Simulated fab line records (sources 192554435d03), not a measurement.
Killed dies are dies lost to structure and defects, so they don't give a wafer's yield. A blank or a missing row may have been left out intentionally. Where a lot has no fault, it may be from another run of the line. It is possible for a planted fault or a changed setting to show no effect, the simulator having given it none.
A struck lot beside a sound one :: flow n5 finfet :: 37 steps out of a route of 1938
Sound: these wafers, L951.2, L951.3, L951.5. Struck: wafers L955.1, L955.4, L955.6. The cause is given at the end.
Each step with rows lists, per side, the tool, then ch with its chambers, then its first start. Under that, the readings that differ: sound wafers :: struck wafers :: difference of the means :: sigmas: that difference in standard deviations of wafers without a fault.
alike: words and numbers the same on both sides, and readings whose means are apart by under 2 such deviations; not compared: readings that were withheld, readings missing a value for some wafer, numbers with overlapping values and no deviation given by the record, and bounds like >300 which may hide the same value.
The two part at a step that has a row with sigmas, a row that says differs or no value, or rows on one side only. When numbers do not overlap yet have no deviation, they are printed without sigmas and do not part them. A reading that every wafer of one side lacks parts them only if that side has two wafers or more.

first, 10 steps without rows for these wafers: N5_DUMMY_GATE_ETCH_44 (etches poly-Si in HBr/O2, stops on SiO2, target depth 127.5 nm); N5_DUMMY_GATE_ETCH_42 (etches SiO2 in CHF3/O2, target depth 3.5 nm, time 31 s); N5_DUMMY_GATE_STRIP_48 (strips in N2/H2, time 20 s); N5_DUMMY_GATE_PRECLEAN_33 (cleans in dHF, time 10 s); N5_DUMMY_GATE_PRECLEAN_25 (cleans in O3/DIW, time 45 s); N5_DUMMY_GATE_PRECLEAN_51 (cleans in SC2, time 45 s); N5_DUMMY_GATE_SRD_26 (time 30 s); N5_DUMMY_GATE_UV_OZONE_45 (time 120 s); N5_SPACER0_ALD_07 (deposits SiNx, target thk 2 nm); N5_SPACER0_ALD_00 (deposits SiOCN, target thk 3.5 nm, pulse time 3 s, purge time 2 s).
N5_SPACER0_ALD_08: deposits SiNx, target thk 2 nm.
  sound on ald sin-03 ch 0,1,3, day 5 19:38; struck on ald sin-03 ch 2,3, day 7 00:34
reading: model.SiNx_of_SPACER0_ALD_08.thk nm (nm)
sound: 2 2 2
struck: 0.8 0.8 0.8
difference: -1.2
sigmas: 
  alike: heater power w
then, 18 steps without rows for these wafers: N5_SD_EPI_N_COAT_32 (time 60 s, resist thk 350 nm); N5_SD_EPI_N_COAT_33 (time 60 s, resist thk 35 nm); N5_SD_EPI_N_COAT_03 (resist thk 150 nm); N5_SD_EPI_N_EBR_05; N5_SD_EPI_N_SOFTBAKE_04 (time 60 s); N5_SD_EPI_N_EXPOSE_06 (exposes mask SD N BLK, target cd 120 nm); N5_SD_EPI_N_PEB_07 (peb time 60 s); N5_SD_EPI_N_DEVELOP_08 (develop time 30 s); N5_SD_EPI_N_DESCUM_14 (chemistry O2, time 7.9 s); N5_SD_EPI_N_ETCH_34 (etches SiARC in CF4, target depth 45.5 nm, time 75.8 s); N5_SD_EPI_N_ETCH_35 (etches SOC in N2/H2, overetch 108 nm, time 486 s); N5_SD_EPI_N_STRIP_36 (strips in N2/H2); N5_SD_EPI_N_ETCHBACK_44 (etches SiNx in CH3F/O2, stops on SiO2, target depth 14.5 nm); N5_SD_EPI_N_ETCH_45 (etches SiOCN in CH3F/O2, target depth 6 nm); N5_SD_EPI_N_ETCH_16 (etches SiO2 in CHF3/O2, target depth 5 nm); N5_SD_EPI_N_STRIP_47 (strips in CHF3/O2); N5_SD_EPI_N_SD_RECESS_17 (chemistry HBr/Cl2/O2, target depth 41 nm, time 23.7 s, bt time 3 s); N5_SD_EPI_N_STRIP_38 (strips in N2/H2).
N5_SD_EPI_N_WET_ETCH_43: etches SiO2 in dHF, time 14 s, target depth 1.5 nm.
  sound on wet bench-01 ch 2,5,6, day 5 21:10; struck on wet bench-05 ch 1,3,4, day 7 01:59
reading: model.SiNx_of_SPACER0_ALD_08.thk nm (nm)
sound: 1.6 1.6 1.6
struck: 0.4 0.4 0.4
difference: -1.2
sigmas: 
  alike: temp c
then, 5 steps without rows for these wafers: N5_SD_EPI_N_STRIP_18 (strips in SPM, time 750 s); N5_SD_EPI_N_SRD_20 (time 30 s); N5_SD_EPI_N_PRECLEAN_48 (cleans in NF3:NH3, afs cycles 2, time 20 s, sublimation time 60 s); N5_SD_EPI_N_VAPOR_ETCH_50 (etches Si in HCl, time 54 s); N5_SD_EPI_N_EPI_21 (deposits Si:P, time 690 s).
-- here the record skips 7 days between the struck wafers' starts before and after, leaving off in module SD_EPI_N and picking up in module BEOL_M4 (first step shown: number 1111 of the route) --
N5_BEOL_M4_RC_MEAS_101:
  sound on prober-01 ch 0, day 13 09:40; struck on prober-02 ch 0, day 13 21:53
reading: DIBL_N (mV/V)
sound: 35.7 34.3 36.5
struck: 46.4 46.6 44.6
difference: +10.4
sigmas: +6

reading: DIBL_P (mV/V)
sound: 35.4 34.2 36.8
struck: 45.3 45.1 43.2
difference: +9.1
sigmas: +5

reading: IOFF_N (nA/um)
sound: 0.148 0.130 0.164
struck: 0.423 0.418 0.303
difference: +0.234
sigmas: +8

reading: IOFF_N_85C (nA/um)
sound: 2.9 2.7 3.2
struck: 7.2 7.1 5.4
difference: +3.6
sigmas: +8

reading: IOFF_N_LIN (nA/um)
sound: 0.069 0.064 0.076
struck: 0.164 0.156 0.123
difference: +0.078
sigmas: +8

reading: IOFF_P (nA/um)
sound: 0.16 0.15 0.18
struck: 0.64 0.60 0.53
difference: +0.43
sigmas: +12

reading: IOFF_P_85C (nA/um)
sound: 2.9 2.7 3.2
struck: 9.3 8.9 8.0
difference: +5.8
sigmas: +11

reading: IOFF_P_LIN (nA/um)
sound: 0.081 0.076 0.087
struck: 0.246 0.236 0.216
difference: +0.151
sigmas: +11

reading: ION_N (uA/um)
sound: 674 663 686
struck: 741 731 720
difference: +56
sigmas: +5

reading: ION_P (uA/um)
sound: 451 448 462
struck: 514 512 507
difference: +57
sigmas: +7

reading: REXT_N (ohm.um)
sound: 74.9 74.8 74.5
struck: 66.3 66.0 66.9
difference: -8.3
sigmas: -5

reading: REXT_P (ohm.um)
sound: 100.2 100.2 100.6
struck: 86.7 87.1 86.5
difference: -13.6
sigmas: -5

reading: SS_N (mV/dec)
sound: 70.8 70.7 71.8
struck: 73.1 73.6 72.0
difference: +1.8
sigmas: +3

reading: SS_P (mV/dec)
sound: 73.4 73.3 73.0
struck: 75.4 74.9 74.7
difference: +1.8
sigmas: +3

reading: VT_N (mV)
sound: 249.5 250.6 251.3
struck: 233.3 233.2 238.0
difference: -15.6
sigmas: -5

reading: VT_N_LVT (mV)
sound: 98.4 99.5 96.5
struck: 80.8 84.1 88.7
difference: -13.6
sigmas: -5

reading: VT_P (mV)
sound: -256 -256 -256
struck: -230 -230 -232
difference: +25
sigmas: +7

reading: VT_P_LVT (mV)
sound: -102 -104 -100
struck: -78 -80 -82
difference: +22
sigmas: +7
-- the record jumps here: 4 days lie between the struck wafers' starts before and after (it left off in module BEOL_M4 and takes up again in module PASSIVATION, whose first step shown is number 1936 of the route) --
N5_PASSIVATION_PROBE_49:
  sound on prober-01, day 17 23:05; struck on prober-01, day 18 09:21
reading: sort_bin_4_leakage (%)
sound: 0 0
struck: 43.56 33.05 8.73
difference: +28.45
sigmas: +99 or more

reading: sort n pass
sound: 1069 1068
struck: 567 664 975
difference: -333
sigmas: -21

reading: sort yield pct (%)
sound: 90.6 90.5
struck: 48.1 56.3 82.6
difference: -28.2
sigmas: -20
  alike: defect limited yield, killed_at_M0_to_M3, killed_at_M4_up, killed at contacts, killed at front end, killed at other, killed dies, killed open, killed short, sort_bin_5_function, sort_bin_6_memory

## WHERE THEY PART
First at N5_BEOL_M4_RC_MEAS_101; last, within this record, at N5_PASSIVATION_PROBE_49.

WHY: what had been put in by the simulator
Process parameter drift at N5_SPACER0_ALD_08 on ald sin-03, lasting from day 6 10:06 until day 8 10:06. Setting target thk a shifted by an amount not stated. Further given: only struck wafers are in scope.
